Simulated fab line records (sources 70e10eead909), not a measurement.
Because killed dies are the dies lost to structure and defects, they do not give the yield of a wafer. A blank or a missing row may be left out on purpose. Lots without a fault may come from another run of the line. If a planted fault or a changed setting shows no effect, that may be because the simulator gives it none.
Chamber matching	flow nand harc	NHARC_A_CHANNEL_FILL_D2_ALD_16 on ald hk-02: 4 sister chambers
The step deposits SiO2, target thk 1.5 nm, pulse time 10 s, ald cycles 15. 4 wafers are shown with their chamber, then 8 later ones without.

## WAFERS PAIRED WITH THEIR CHAMBERS
wafer	chamber	heater power w (W)
L216.6	3	527
L217.2	0	450
L217.5	1	427
L219.1	2	398

## WAFERS WITHOUT THEIR CHAMBER
wafer	heater power w (W)
L219.5	393
L219.6	519
L224.1	536
L224.3	432
L224.5	442
L225.1	531
L225.2	445
L225.4	429

## THE CHAMBER EACH PASSED THROUGH
wafer	from the rows above	in truth
L219.5	2	2
L219.6	3	3
L224.1	3	3
L224.3	1	1
L224.5	can't be placed: 0 or 1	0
L225.1	3	3
L225.2	0	0
L225.4	1	1
7 of 8 placed correctly. These rows do not allow placing 1 (true chamber among the candidates in 1). 0 placed wrongly.
How it was worked out, from the rows above alone: a wafer's distance from a chamber is the root of the sum, over the readings, of the square of ((its reading less the chamber's mean) divided by the reading's scatter). If the next closest chamber is less than 2 further off than the closest, the wafer can't be placed; otherwise it belongs to the closest. The mean given for a chamber averages the wafers shown for that chamber. The scatter (one wafer shown for each chamber): square how far every hidden wafer sits from the nearest shown wafer, average those squares and take the square root.
